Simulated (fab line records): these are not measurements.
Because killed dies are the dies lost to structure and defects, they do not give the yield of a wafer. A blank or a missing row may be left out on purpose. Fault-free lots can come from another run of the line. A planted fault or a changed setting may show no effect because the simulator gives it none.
fab line records -- flow nand-harc
[record] lots = 12, wafers = 36, last-day = 33
route steps=1302 shown P_M0@264 P_M1@292
lots that met no fault: from a run of the same line without faults
start-h: hours from the record's first day to the start of the lot's first wafer shown -- wait-h: hours since the lot's step before -- " the same as in the row above -- L1.1+2: one row covering several wafers at once -- - either no value or no given start -- * or withheld: withheld -- < > ~ a bound
route shown NAME@n: NAME is a module with steps in the file, n the number in the route of the first one -- usual: average and standard deviation across the fault-free wafers -- same: alike in all rows -- chamber/n: place in a boat -- sites: per-site readings -- _std_site: how widely they spread, as a standard deviation -- _edge_site: inner sites' mean taken away from outer sites' mean -- radius-mm: how far each site lies from the wafer's centre -- mask NAME#n: copy n -- behind: the tool/chamber that last shaped the wafer -- hold: what put the lot on hold/how long, in hours/how the hold closed -- device: the transistor (n, p or np) that didn't switch -- end of line: the route-end tests of the same wafers -- for a step that has no rows: nothing shown but its recipe -- killed: not the wafer's yield, but the dies lost to structure and defects at the first sort -- map: the dies of a wafer, with x for killed, . for not killed, _ for no die there
set.NAME: the run value of the setting; set.NAME@STEP: its run value at that earlier step -- model.NAME: the simulator's own value behind a step, which no gauge read
steps of the route over a sample of lots; a table a step, a row a wafer
services: when a tool's chamber went out of use (start-h, in hours from the record's first day, below 0 if earlier), for how many hours, and the reason
[[steps]]
[step NHARC_P_M0_OVL_MEAS_10]
[recipe] pitch-nm = 180
[usual] overlay-x-nm = -0.1/0.85, overlay-y-nm = -0.2/0.99
lot.wafer,tool,chamber,start-h,wait-h,overlay-x-nm,overlay-y-nm
L778.1,overlay-02,-,132.88,-,1.1,1.8
L778.3,overlay-02,-,132.88,-,0.4,1.3
L778.6,overlay-02,-,132.88,-,1.3,1.4
L780.1,overlay-01,-,155.97,-,0.2,-1.3
L780.3,overlay-01,-,155.97,-,0.0,-1.8
L780.5,overlay-01,-,155.97,-,0.0,-0.6
L781.1,overlay-02,-,163.71,-,0.5,-1.6
L781.2,overlay-02,-,163.71,-,0.3,-0.7
L781.5,overlay-02,-,163.71,-,0.5,-1.0
L783.1,overlay-01,-,182.10,-,-0.2,0.2
L783.3,overlay-01,-,182.10,-,-0.4,0.8
L783.5,overlay-01,-,182.10,-,-0.6,0.7
L784.1,overlay-01,-,186.99,-,-0.7,0.0
L784.2,overlay-01,-,186.99,-,-0.4,0.1
L784.6,overlay-01,-,186.99,-,-0.1,0.1
L786.4,overlay-01,-,213.69,-,0.1,0.0
L786.5,overlay-01,-,213.69,-,-0.3,0.6
L786.6,overlay-01,-,213.69,-,0.1,-0.2
L787.2,overlay-02,-,219.19,-,0.3,0.7
L787.4,overlay-02,-,219.19,-,0.3,0.8
L787.5,overlay-02,-,219.19,-,0.0,0.4
L791.1,overlay-01,-,265.28,-,-1.4,0.1
L791.3,overlay-01,-,265.28,-,-1.5,-0.3
L791.5,overlay-01,-,265.28,-,-1.8,-0.2
L795.2,overlay-01,-,311.88,-,-1.7,-1.4
L795.5,overlay-01,-,311.88,-,-1.1,-1.8
L795.6,overlay-01,-,311.88,-,-1.5,-1.8
L797.1,overlay-01,-,326.25,-,-2.1,-1.1
L797.3,overlay-01,-,326.25,-,-0.9,-1.2
L797.6,overlay-01,-,326.25,-,-1.8,-0.7
L799.1,overlay-01,-,335.95,-,-1.0,-0.7
L799.2,overlay-01,-,335.95,-,-1.0,0.2
L799.6,overlay-01,-,335.95,-,-1.4,0.0
L800.1,overlay-02,-,349.65,-,-1.6,0.7
L800.2,overlay-02,-,349.65,-,-0.7,0.8
L800.3,overlay-02,-,349.65,-,-1.2,0.1
[step NHARC_P_M0_DESCUM_14]
[recipe] time-s = 3, o2-flow-sccm = 200, ar-flow-sccm = 0, bias-power-w = 0, chemistry = O2
[usual] drypump-motor-current-A = 5.9/0.63, oes-product-au = 0.998/0.0094, rf-vpp-V = 57.7/0.81, showerhead-plenum-p-Torr = 1.88/0.071, throttle-valve-pct = 11.311/0.0095
lot.wafer,tool,chamber,start-h,wait-h,drypump-motor-current-A,oes-product-au,rf-hours-counter-h,rf-vpp-V,showerhead-plenum-p-Torr,throttle-valve-pct
L778.3,rie-diel-04,0,132.98,0.1,4.9,0.992,22,58.2,1.86,11.321
L778.1,rie-diel-04,3,132.98,0.1,6.5,0.997,23,57.3,1.89,11.308
L778.6,rie-diel-04,0,132.98,0.1,4.9,0.998,-,57.9,1.86,11.299
L780.3,rie-diel-04,0,156.07,0.1,4.8,0.994,24,57.7,1.86,11.312
L780.1,rie-diel-04,3,156.07,0.1,6.5,0.999,27,57.8,1.89,11.316
L780.5,rie-diel-04,1,156.07,0.1,6.4,1.007,-,57.6,1.77,11.312
L781.1,rie-diel-04,2,163.81,0.1,6.4,1.013,30,57.8,1.91,11.301
L781.2,rie-diel-04,3,163.81,0.1,6.4,1.011,28,58.8,1.89,11.304
L781.5,rie-diel-04,2,163.81,0.1,6.4,1.013,-,57.9,1.91,11.316
L783.3,rie-diel-05,1,182.20,0.1,6.1,1.014,40,58.6,1.82,11.311
L783.1,rie-diel-05,0,182.20,0.1,5.7,0.997,40,56.9,1.92,11.305
L783.5,rie-diel-05,3,182.20,0.1,5.7,0.999,-,58.2,1.99,11.307
L784.1,rie-diel-04,1,187.09,0.1,6.4,0.989,0,58.4,1.77,11.330
L784.2,rie-diel-04,3,187.09,0.1,6.4,1.000,0,57.9,1.89,11.322
L784.6,rie-diel-04,2,187.09,0.1,6.4,1.006,-,56.8,1.91,11.302
L786.4,rie-diel-04,1,213.80,0.1,6.5,0.989,6,57.2,1.77,11.312
L786.5,rie-diel-04,3,213.80,0.1,6.5,0.997,-,57.2,1.89,11.320
L786.6,rie-diel-04,0,213.80,0.1,4.8,0.978,-,57.5,1.85,11.314
L787.2,rie-diel-03,3,219.30,0.1,5.9,1.007,35,56.8,1.79,11.309
L787.5,rie-diel-03,3,219.30,0.1,5.9,1.020,-,57.7,1.78,11.304
L787.4,rie-diel-03,0,219.30,0.1,6.5,1.003,-,58.8,2.00,11.316
L791.3,rie-diel-04,0,265.38,0.1,4.8,0.983,14,57.5,1.85,11.319
L791.1,rie-diel-04,2,265.38,0.1,6.4,0.998,14,56.5,1.91,11.318
L791.5,rie-diel-04,0,265.38,0.1,4.8,0.979,-,55.8,1.85,11.314
L795.2,rie-diel-03,0,311.97,0.1,6.5,1.010,3,57.9,1.99,11.304
L795.5,rie-diel-03,0,311.97,0.1,6.5,1.007,-,58.4,1.99,11.309
L795.6,rie-diel-03,1,311.97,0.1,5.7,1.004,-,59.3,1.95,11.312
L797.1,rie-diel-04,0,326.35,0.1,4.8,0.989,25,60.2,1.85,11.307
L797.3,rie-diel-04,1,326.35,0.1,6.4,0.983,23,58.4,1.76,11.319
L797.6,rie-diel-04,0,326.35,0.1,4.8,0.978,-,58.7,1.85,11.312
L799.2,rie-diel-04,3,336.05,0.1,6.5,0.983,28,57.6,1.88,11.298
L799.1,rie-diel-04,1,336.05,0.1,6.4,0.986,25,57.6,1.76,11.311
L799.6,rie-diel-04,3,336.05,0.1,6.5,0.997,-,57.5,1.88,11.323
L800.3,rie-diel-04,1,349.75,0.1,6.5,0.993,27,57.6,1.76,11.301
L800.2,rie-diel-04,2,349.75,0.1,6.4,0.991,29,58.5,1.90,11.327
L800.1,rie-diel-04,0,349.75,0.1,4.8,1.000,29,58.2,1.84,11.307
[step NHARC_P_M0_PRE_CLEAN_29]
[recipe] time-s = 30, temp-c = 280, gas = H2/He
[usual] heater-power-w = 406/26, susceptor-temp-C = 279.98/0.19
lot.wafer,tool,chamber,start-h,wait-h,heater-power-w,susceptor-temp-C
L778.1,pvd-sputter-03,-,-,-,443,-
L778.3,pvd-sputter-03,-,-,-,421,-
L778.6,pvd-sputter-03,-,-,-,460,-
L780.3,pvd-sputter-03,-,-,-,445,-
L780.1,pvd-sputter-03,-,-,-,395,-
L780.5,pvd-sputter-03,-,-,-,443,-
L781.2,pvd-sputter-02,-,-,-,410,-
L781.1,pvd-sputter-02,-,-,-,452,-
L781.5,pvd-sputter-02,-,-,-,439,-
L783.3,pvd-sputter-03,-,-,-,390,-
L783.1,pvd-sputter-03,-,-,-,401,-
L783.5,pvd-sputter-03,-,-,-,445,-
L784.1,pvd-sputter-03,-,-,-,392,-
L784.2,pvd-sputter-03,-,-,-,448,-
L784.6,pvd-sputter-03,-,-,-,350,-
L786.4,pvd-sputter-01,-,-,-,398,279.73
L786.5,pvd-sputter-01,-,-,-,424,280.16
L786.6,pvd-sputter-01,-,-,-,398,279.80
L787.2,pvd-sputter-03,-,-,-,387,280.25
L787.4,pvd-sputter-03,-,-,-,363,279.67
L787.5,pvd-sputter-03,-,-,-,436,279.61
L791.3,pvd-sputter-01,-,-,-,396,279.92
L791.1,pvd-sputter-01,-,-,-,389,279.97
L791.5,pvd-sputter-01,-,-,-,390,280.20
L795.2,pvd-sputter-02,-,-,-,396,279.88
L795.6,pvd-sputter-02,-,-,-,409,280.23
L795.5,pvd-sputter-02,-,-,-,459,280.00
L797.3,pvd-sputter-01,-,-,-,411,280.13
L797.1,pvd-sputter-01,-,-,-,404,280.16
L797.6,pvd-sputter-01,-,-,-,392,280.22
L799.1,pvd-sputter-02,-,-,-,399,280.27
L799.2,pvd-sputter-02,-,-,-,423,280.11
L799.6,pvd-sputter-02,-,-,-,406,280.44
L800.2,pvd-sputter-02,-,-,-,395,280.22
L800.3,pvd-sputter-02,-,-,-,407,279.79
L800.1,pvd-sputter-02,-,-,-,444,280.27
[step NHARC_P_M1_EXPOSE_06]
[recipe] na = 1.35, target-cd-nm = 130, dose-mj = 81.88, mask-id = P_M1
[usual] exposure-dose-mJ-cm2 = 81.83/0.088
lot.wafer,tool,chamber,start-h,wait-h,mask,exposure-dose-mJ-cm2
L778.1,arfi-scanner-03,0,136.73,-,P_M1#0,81.74
L778.3,arfi-scanner-03,0,136.73,-,P_M1#0,81.75
L778.6,arfi-scanner-03,0,136.73,-,P_M1#0,81.73
L780.1,arfi-scanner-01,0,160.05,-,P_M1#0,81.94
L780.3,arfi-scanner-01,0,160.05,-,P_M1#0,82.02
L780.5,arfi-scanner-01,0,160.05,-,P_M1#0,81.98
L781.1,arfi-scanner-03,0,167.55,-,P_M1#0,81.82
L781.2,arfi-scanner-03,0,167.55,-,P_M1#0,81.76
L781.5,arfi-scanner-03,0,167.55,-,P_M1#0,81.80
L783.1,arfi-scanner-01,0,186.01,-,P_M1#0,81.83
L783.3,arfi-scanner-01,0,186.01,-,P_M1#0,81.78
L783.5,arfi-scanner-01,0,186.01,-,P_M1#0,81.82
L784.1,arfi-scanner-03,0,190.96,-,P_M1#0,81.69
L784.2,arfi-scanner-03,0,190.96,-,P_M1#0,81.83
L784.6,arfi-scanner-03,0,190.96,-,P_M1#0,81.68
L786.4,arfi-scanner-03,0,217.55,-,P_M1#0,81.74
L786.5,arfi-scanner-03,0,217.55,-,P_M1#0,81.75
L786.6,arfi-scanner-03,0,217.55,-,P_M1#0,81.79
L787.2,arfi-scanner-03,0,222.93,-,P_M1#0,81.76
L787.4,arfi-scanner-03,0,222.93,-,P_M1#0,81.91
L787.5,arfi-scanner-03,0,222.93,-,P_M1#0,81.98
L791.1,arfi-scanner-02,0,268.98,-,P_M1#0,81.80
L791.3,arfi-scanner-02,0,268.98,-,P_M1#0,81.81
L791.5,arfi-scanner-02,0,268.98,-,P_M1#0,81.86
L795.2,arfi-scanner-03,0,315.61,-,P_M1#0,84.50
L795.5,arfi-scanner-03,0,315.61,-,P_M1#0,84.51
L795.6,arfi-scanner-03,0,315.61,-,P_M1#0,84.41
L797.1,arfi-scanner-03,0,330.07,-,P_M1#0,83.91
L797.3,arfi-scanner-03,0,330.07,-,P_M1#0,83.95
L797.6,arfi-scanner-03,0,330.07,-,P_M1#0,83.87
L799.1,arfi-scanner-01,0,339.88,-,P_M1#0,81.87
L799.2,arfi-scanner-01,0,339.88,-,P_M1#0,81.84
L799.6,arfi-scanner-01,0,339.88,-,P_M1#0,81.93
L800.1,arfi-scanner-02,0,353.54,-,P_M1#0,81.86
L800.2,arfi-scanner-02,0,353.54,-,P_M1#0,81.85
L800.3,arfi-scanner-02,0,353.54,-,P_M1#0,81.76
[step NHARC_P_M1_CD_MEAS_09]
[recipe] target-cd-nm = 130, landing-energy-ev = 500
[usual] cd-nm = 130.1/0.64
[same] landing-energy-ev = 500
lot.wafer,tool,chamber,start-h,wait-h,cd-nm
L778.1,cd-sem-01,0,136.87,-,130.2
L778.3,cd-sem-01,0,136.87,-,129.4
L778.6,cd-sem-01,0,136.87,-,130.0
L780.1,cd-sem-03,0,160.19,-,130.2
L780.3,cd-sem-03,0,160.19,-,129.3
L780.5,cd-sem-03,0,160.19,-,129.5
L781.1,cd-sem-03,0,167.68,-,130.1
L781.2,cd-sem-03,0,167.68,-,130.7
L781.5,cd-sem-03,0,167.68,-,129.0
L783.1,cd-sem-01,0,186.14,-,129.1
L783.3,cd-sem-01,0,186.14,-,129.0
L783.5,cd-sem-01,0,186.14,-,129.3
L784.1,cd-sem-01,0,191.10,-,129.7
L784.2,cd-sem-01,0,191.10,-,130.9
L784.6,cd-sem-01,0,191.10,-,129.9
L786.4,cd-sem-01,0,217.69,-,131.8
L786.5,cd-sem-01,0,217.69,-,130.9
L786.6,cd-sem-01,0,217.69,-,130.0
L787.2,cd-sem-02,0,223.07,-,129.8
L787.4,cd-sem-02,0,223.07,-,128.6
L787.5,cd-sem-02,0,223.07,-,128.3
L791.1,cd-sem-01,0,269.12,-,130.0
L791.3,cd-sem-01,0,269.12,-,129.3
L791.5,cd-sem-01,0,269.12,-,129.5
L795.2,cd-sem-03,0,315.76,-,131.4
L795.5,cd-sem-03,0,315.76,-,132.8
L795.6,cd-sem-03,0,315.76,-,132.1
L797.1,cd-sem-01,0,330.21,-,132.1
L797.3,cd-sem-01,0,330.21,-,131.1
L797.6,cd-sem-01,0,330.21,-,132.3
L799.1,cd-sem-03,0,340.02,-,130.4
L799.2,cd-sem-03,0,340.02,-,130.8
L799.6,cd-sem-03,0,340.02,-,129.8
L800.1,cd-sem-03,0,353.68,-,130.2
L800.2,cd-sem-03,0,353.68,-,129.5
L800.3,cd-sem-03,0,353.68,-,130.6
[[services]]
tool,chamber,start-h,hours,kind
arfi-scanner-02,-,111.86,7.5,repair
arfi-scanner-03,-,116.83,1.5,repair
pvd-sputter-03,-,135.98,6.1,repair
arfi-scanner-02,-,140.00,4.0,pm
arfi-scanner-02,-,157.25,9.0,repair
arfi-scanner-01,-,168.70,0.4,repair
pvd-sputter-03,-,170.26,10.0,pm
arfi-scanner-01,-,173.95,0.7,repair
rie-diel-04,-,177.90,9.0,pm
arfi-scanner-03,-,196.00,4.0,pm
pvd-sputter-03,-,204.12,4.1,repair
arfi-scanner-01,-,211.30,4.2,repair
rie-diel-03,2,213.34,8.4,repair
pvd-sputter-02,-,225.95,10.9,repair
pvd-sputter-01,-,226.08,10.0,pm
arfi-scanner-01,-,236.25,1.4,repair
arfi-scanner-01,-,252.00,4.0,pm
rie-diel-03,-,282.15,0.4,repair
pvd-sputter-02,-,282.45,10.0,pm
arfi-scanner-02,-,312.00,4.0,pm
arfi-scanner-01,-,327.31,8.3,repair
arfi-scanner-03,-,338.93,0.8,repair
arfi-scanner-01,-,344.40,2.3,repair
pvd-sputter-03,-,348.26,10.0,pm
[[key]]
[first-sign] step = NHARC_P_M1_EXPOSE_06, reading = exposure-dose-mJ-cm2, direction = up, sigmas = 27, usual = 81.83, struck = 84.19
[effect] step = NHARC_P_M1_CD_MEAS_09, reading = cd-nm, direction = up, sigmas = 2.9, usual = 130.1, struck = 132.0, through = control-loop
met-at NHARC_P_M1_EXPOSE_06
struck-lots L795,L797
[loop-trim] step = NHARC_P_M1_EXPOSE_06, setting = dose, lots = L797
not-acting-at NHARC_P_M0_OVL_MEAS_10,NHARC_P_M0_DESCUM_14,NHARC_P_M0_PRE_CLEAN_29
onset-between 222.93 315.61
[fault] kind = process-parameter-drift, tool = arfi-scanner-03, chamber = -, onset-h = 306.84, steps = NHARC_P_M1_EXPOSE_06, channel = dose-mj, offset = 2.6884, shape = step, acts-in = these-recipes-only, stated = 81.88
// loop-trim: a control loop set the setting to another value than it would have without faults
